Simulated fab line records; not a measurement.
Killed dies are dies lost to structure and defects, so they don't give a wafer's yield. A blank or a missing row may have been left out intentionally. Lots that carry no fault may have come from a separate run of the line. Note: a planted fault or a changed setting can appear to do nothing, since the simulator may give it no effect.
Which tool did it?    flow nand harc    Sampling: 15 lots, 45 wafers, 4 of 1302 route steps

## WHAT EACH GAUGE READ, for each wafer
NHARC_A_BONDPAD_THK_MEAS_20: measures by xrf.
lot   measured      on             thk nm (nm)
L950  day 23 14:31  film metro-02  170.1 171.2 170.0
L952  day 24 07:17  film metro-02  170.8 170.2 173.1
L953  day 24 06:04  film metro-02  169.9 171.0 171.1
L954  day 24 17:56  film metro-02  169.6 167.4 168.5
L955  day 25 17:23  film metro-02  169.3 168.1 168.9
L956  day 25 22:37  film metro-01  166.2 170.8 168.4
L957  day 26 08:26  film metro-02  167.4 171.2 168.9
L958  day 27 03:47  film metro-01  173.2 171.0 170.6
L959  day 27 22:28  film metro-01  171.6 169.8 170.6
L962  day 27 16:16  film metro-01  173.3 170.3 168.6
L961  day 27 16:46  film metro-01  170.1 167.0 170.2
L964  day 29 05:33  film metro-02  172.6 170.7 170.3
L963  day 29 06:56  film metro-01  170.4 167.7 166.4
L965  day 29 00:49  film metro-02  167.1 168.8 171.0
L973  day 33 00:07  film metro-02  169.3 169.4 168.5

NHARC_END_SORT_01.
lot   measured      on         killed at array  killed at other  killed at periphery  killed dies  killed open  killed short
L964  day 30 14:56  prober-02  39 36 42         0 0 0            3 76 79              42 112 121   6 1 1        2 3 4
L963  day 30 16:30  prober-01  62 81 84         0 0 0            60 0 4               122 81 88    3 1 9        5 5 1
L965  day 30 04:23  prober-01  59 56 48         0 0 1            70 82 67             129 138 116  1 5 1        4 2 1

## EACH LOT AND THE TOOL THAT RAN IT (in order: tool; ch and the chambers of the sampled wafers; start)
lot   NHARC_P_STI_HDPCVD_20           NHARC_THIN_TSV_DEP_47
L950  hdpcvd-01 ch 0,1, day 3 11:08   pecvd-02 ch 0,1,2, day 24 08:16
L952  hdpcvd-01 ch 0,1, day 4 00:51   pecvd-01 ch 0,2, day 24 21:33
L953  hdpcvd-01 ch 0,1, day 4 13:29   pecvd-01 ch 0,2, day 24 20:21
L954  hdpcvd-01 ch 0,1, day 4 19:15   pecvd-02 ch 0,1,2, day 25 08:55
L955  hdpcvd-01 ch 0,1, day 5 07:41   pecvd-01 ch 0,1, day 26 07:58
L956  hdpcvd-01 ch 0, day 5 16:20     pecvd-02 ch 0,1,2, day 26 16:02
L957  hdpcvd-01 ch 0,1, day 6 03:43   pecvd-01 ch 0,1,2, day 27 00:02
L958  hdpcvd-01 ch 0,1, day 6 17:17   pecvd-04 ch 1,2, day 27 22:07
L959  hdpcvd-01 ch 0,1, day 7 05:43   pecvd-01 ch 0,2, day 28 12:46
L962  hdpcvd-01 ch 0,1, day 8 01:46   pecvd-01 ch 0,1,2, day 28 06:59
L961  hdpcvd-01 ch 0,1, day 8 02:16   pecvd-02 ch 0,1,2, day 28 08:08
L964  hdpcvd-01 ch 0,1, day 9 10:33   pecvd-02 ch 1,2, day 30 00:59
L963  hdpcvd-01 ch 0,1, day 9 11:07   pecvd-04 ch 0,1,2, day 30 02:06
L965  hdpcvd-01 ch 0, day 9 11:31     pecvd-02 ch 1,2, day 29 15:08
L973  hdpcvd-01 ch 0,1, day 12 19:01  pecvd-04 ch 0,2, day 33 14:28
- NHARC_P_STI_HDPCVD_20: deposits SiO2.
- NHARC_THIN_TSV_DEP_47: deposits SiO2, target thk 200 nm.

## AS READ BY THE TOOLS THEMSELVES (means over the sampled wafers that have a number; for cases with no such wafer, the mark the record gives instead)
NHARC_THIN_TSV_DEP_47.
lot   tool      showerhead vpp V (V)  throttle valve pct (%)
L950  pecvd-02  1809                  16.1
L952  pecvd-01  1822                  16.3
L953  pecvd-01  1781                  16.2
L954  pecvd-02  1800                  16.3
L955  pecvd-01  1845                  16.5
L956  pecvd-02  1796                  16.3
L957  pecvd-01  1841                  16.3
L958  pecvd-04  1884                  16.0
L959  pecvd-01  1772                  16.4
L962  pecvd-01  1825                  16.5
L961  pecvd-02  1782                  16.4
L964  pecvd-02  1811                  15.8
L963  pecvd-04  1813                  15.9
L965  pecvd-02  1801                  15.9
L973  pecvd-04  1792                  16.1

## THE ANSWER, worked out from the rows above alone
Rule: usual is defined by the lots themselves. The widest of any qualifying gaps counts: lots, ordered by their means at a reading, are off when they make up no more than a third of the lots, leave a main group of 4 or more, and stand apart from it by 3 or more times the standard deviation of that group's means. Not used: any main group whose means are identical at the precision the tables above print for the reading. Also off: a lot with no number at a reading for which 4 or more lots have one. All remaining lots with rows at the step are treated as sound. Order of review: gauges by route order, followed by the tools' own readings, for which a lot's mean as printed above is used. The first step at which some lot is off is used, and at that step the reading that is off furthest; a lot without a number counts as furthest.
Across all readings shown, no lot is off: no conclusion can be drawn from this.

## WHAT THE SIMULATOR HAD PUT IN
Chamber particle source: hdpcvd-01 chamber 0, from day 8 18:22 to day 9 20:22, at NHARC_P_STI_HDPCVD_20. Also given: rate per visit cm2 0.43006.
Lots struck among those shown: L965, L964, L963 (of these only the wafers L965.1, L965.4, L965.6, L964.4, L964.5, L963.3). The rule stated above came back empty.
